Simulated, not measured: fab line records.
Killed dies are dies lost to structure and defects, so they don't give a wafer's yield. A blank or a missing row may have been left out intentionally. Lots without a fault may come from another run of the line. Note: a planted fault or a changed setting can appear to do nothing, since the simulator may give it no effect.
Chamber matching | flow n5 finfet | N5_DUMMY_REMOVAL_STRIP_10 on rie diel-03 has 4 sister chambers
The step strips in N2/H2, time 40 s. 22 wafers are shown with their chamber, then 11 later ones without.

WAFERS PAIRED WITH THEIR CHAMBERS
wafer  | chamber | drypump motor current A (A) | showerhead plenum p Torr (Torr) | throttle valve pct (%)
L075.3 | 0       | 6.0                         | 3.33                            | 12.0
L075.4 | 2       | 5.0                         | 3.48                            | 12.3
L075.6 | 0       | 6.0                         | 3.33                            | 12.1
L076.1 | 0       | 6.1                         | 3.33                            | 12.1
L076.3 | 2       | 5.1                         | 3.48                            | 12.3
L076.5 | 3       | 5.7                         | 3.37                            | 12.4
L077.1 | 3       | 5.7                         | 3.37                            | 12.5
L077.2 | 2       | 5.0                         | 3.48                            | 12.3
L077.3 | 1       | 6.3                         | 3.47                            | 12.7
L078.1 | 0       | 6.1                         | 3.33                            | 12.1
L078.5 | 0       | 6.0                         | 3.33                            | 12.1
L078.6 | 3       | 5.7                         | 3.37                            | 12.5
L085.1 | 2       | 5.0                         | 3.47                            | 12.4
L085.3 | 0       | 6.0                         | 3.32                            | 12.1
L085.4 | 3       | 5.7                         | 3.36                            | 12.5
L086.2 | 0       | 6.0                         | 3.32                            | 12.1
L086.4 | 1       | 6.3                         | 3.46                            | 12.7
L086.5 | 0       | 6.1                         | 3.32                            | 12.1
L087.1 | 0       | 6.1                         | 3.32                            | 12.1
L087.4 | 3       | 5.7                         | 3.35                            | 12.5
L087.5 | 3       | 5.7                         | 3.35                            | 12.5
L089.1 | 2       | 5.0                         | 3.47                            | 11.7

SIGNATURES (means of the wafers above)
reading                  | chamber 0 | chamber 1 | chamber 2 | chamber 3 | scatter within a chamber
drypump motor current A  | 6.044     | 6.300     | 5.020     | 5.700     | 0.041
showerhead plenum p Torr | 3.3256    | 3.4650    | 3.4760    | 3.3617    | 0.00697
throttle valve pct       | 12.089    | 12.700    | 12.200    | 12.483    | 0.137
Rule: distance of a wafer from a chamber = root of the sum over the readings of ((wafer's reading minus chamber's mean) / reading's scatter) squared. If the next closest chamber is less than 2 further off than the closest, the wafer can't be placed; otherwise it belongs to the closest. The scatter: the root of (the sum of the squares of (reading less its chamber's mean) over the shown wafers, divided by (wafers less chambers)).

WAFERS WITHOUT THEIR CHAMBER
wafer  | drypump motor current A (A) | showerhead plenum p Torr (Torr) | throttle valve pct (%)
L089.4 | 5.7                         | 3.35                            | 12.5
L089.6 | 6.3                         | 3.46                            | 12.7
L090.2 | 5.0                         | 3.47                            | 11.7
L090.4 | 6.0                         | 3.32                            | 12.1
L090.5 | 5.7                         | 3.35                            | 12.5
L091.2 | 6.3                         | 3.46                            | 12.7
L091.5 | 6.3                         | 3.46                            | 12.7
L091.6 | 6.0                         | 3.32                            | 12.2
L096.3 | 6.3                         | 3.45                            | 12.7
L096.4 | 5.1                         | 3.46                            | 11.8
L096.6 | 6.3                         | 3.45                            | 12.7

WHICH CHAMBER EACH ONE RAN IN
wafer  | from the rows above | in truth
L089.4 | 3                   | 3
L089.6 | 1                   | 1
L090.2 | 2                   | 2
L090.4 | 0                   | 0
L090.5 | 3                   | 3
L091.2 | 1                   | 1
L091.5 | 1                   | 1
L091.6 | 0                   | 0
L096.3 | 1                   | 1
L096.4 | 2                   | 2
L096.6 | 1                   | 1
11 of 11 placed correctly. Can't be placed from these rows: 0. Number placed wrongly: 0.
